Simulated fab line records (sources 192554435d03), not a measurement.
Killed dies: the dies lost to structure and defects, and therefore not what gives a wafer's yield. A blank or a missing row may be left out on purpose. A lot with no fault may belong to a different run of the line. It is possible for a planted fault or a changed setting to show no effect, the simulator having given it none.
Which tool is to blame? / flow n5 finfet / 10 lots with 30 wafers sampled at 3 steps, on a route of 1938 steps

WHAT THE GAUGES SHOWED, per wafer
N5_MIM_TOP_LITHO_INSPECT_12: inspects for defects (macro).
lot=L178; measured=day 12 11:29; on=defect inspect-02; raw defect count=0 1 1
lot=L179; measured=day 12 14:43; on=defect inspect-02; raw defect count=1 3 0
lot=L183; measured=day 13 10:03; on=defect inspect-01; raw defect count=6 5 3
lot=L181; measured=day 14 03:05; on=defect inspect-01; raw defect count=2 1 4
lot=L184; measured=day 14 12:19; on=defect inspect-02; raw defect count=2 3 2
lot=L185; measured=day 15 04:54; on=defect inspect-01; raw defect count=0 1 0
lot=L188; measured=day 15 15:52; on=defect inspect-01; raw defect count=4 4 0
lot=L190; measured=day 15 16:06; on=defect inspect-01; raw defect count=3 2 2
lot=L198; measured=day 18 00:15; on=defect inspect-01; raw defect count=4 0 276
lot=L200; measured=day 18 21:26; on=defect inspect-01; raw defect count=2 4 0

WHAT TOOL EACH LOT RAN ON (gives the tool, then ch and the chambers of the sampled wafers, and finally the start)
lot=L178; N5_BEOL_M15_ETCH_61=rie diel-01 ch 0,1,3, day 12 03:41; N5_MIM_TOP_SPUTTER_03=pvd sputter-03, day 12 10:54
lot=L179; N5_BEOL_M15_ETCH_61=rie diel-06 ch 0,1, day 12 07:28; N5_MIM_TOP_SPUTTER_03=pvd sputter-02, day 12 14:16
lot=L183; N5_BEOL_M15_ETCH_61=rie diel-01 ch 2,3, day 13 02:48; N5_MIM_TOP_SPUTTER_03=pvd sputter-02, day 13 09:36
lot=L181; N5_BEOL_M15_ETCH_61=rie diel-06 ch 0,1,2, day 13 18:08; N5_MIM_TOP_SPUTTER_03=pvd sputter-01, day 14 02:31
lot=L184; N5_BEOL_M15_ETCH_61=rie diel-01 ch 1,3, day 14 06:02; N5_MIM_TOP_SPUTTER_03=pvd sputter-01, day 14 11:52
lot=L185; N5_BEOL_M15_ETCH_61=rie diel-03 ch 1,2, day 14 23:08; N5_MIM_TOP_SPUTTER_03=pvd sputter-01, day 15 04:27
lot=L188; N5_BEOL_M15_ETCH_61=rie diel-01 ch 0,2,3, day 15 00:23; N5_MIM_TOP_SPUTTER_03=pvd sputter-03, day 15 15:25
lot=L190; N5_BEOL_M15_ETCH_61=rie diel-01 ch 2,3, day 15 04:47; N5_MIM_TOP_SPUTTER_03=pvd sputter-03, day 15 15:32
lot=L198; N5_BEOL_M15_ETCH_61=rie diel-03 ch 0,1,2, day 17 15:49; N5_MIM_TOP_SPUTTER_03=pvd sputter-02, day 17 23:48
lot=L200; N5_BEOL_M15_ETCH_61=rie diel-03 ch 1,2,3, day 18 14:38; N5_MIM_TOP_SPUTTER_03=pvd sputter-03, day 18 20:52
- N5_BEOL_M15_ETCH_61: etches BARC in N2/H2, target depth 89 nm, overetch 26.7 nm, time 67.9 s.
- N5_MIM_TOP_SPUTTER_03: material TiN, target thk 35 nm, time 89.7 s.

THE ANSWER, worked out from the rows above alone
Rule: usual is defined by the lots themselves. The widest of any qualifying gaps counts: lots, ordered by their means at a reading, are off when they make up no more than a third of the lots, leave a main group of 4 or more, and stand apart from it by 3 or more times the standard deviation of that group's means. Not used: any main group whose means are identical at the precision the tables above print for the reading. A lot without any number at a reading at which 4 lots or more have one is off too. Any other lot the step has rows for is counted as sound.
Off, at N5_MIM_TOP_LITHO_INSPECT_12 on raw defect count: L198. For the main group the mean is 2.1 and the standard deviation 1.2.
A tool fits if, at a process step before that reading, it ran every lot that is off, and no sound lot after the first of them. Those tools and the gauges at N5_MIM_TOP_LITHO_INSPECT_12 are tried in the same way. One fits: pvd sputter-02 at N5_MIM_TOP_SPUTTER_03. Its last sound lot is L183 (day 13 09:36), its first lot that is off L198 (day 17 23:48): a fault that began between those two fits.

WHAT WAS PUT IN BY THE SIMULATOR
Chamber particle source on pvd sputter-02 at N5_MIM_TOP_SPUTTER_03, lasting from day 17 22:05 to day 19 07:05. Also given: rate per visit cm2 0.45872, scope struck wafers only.
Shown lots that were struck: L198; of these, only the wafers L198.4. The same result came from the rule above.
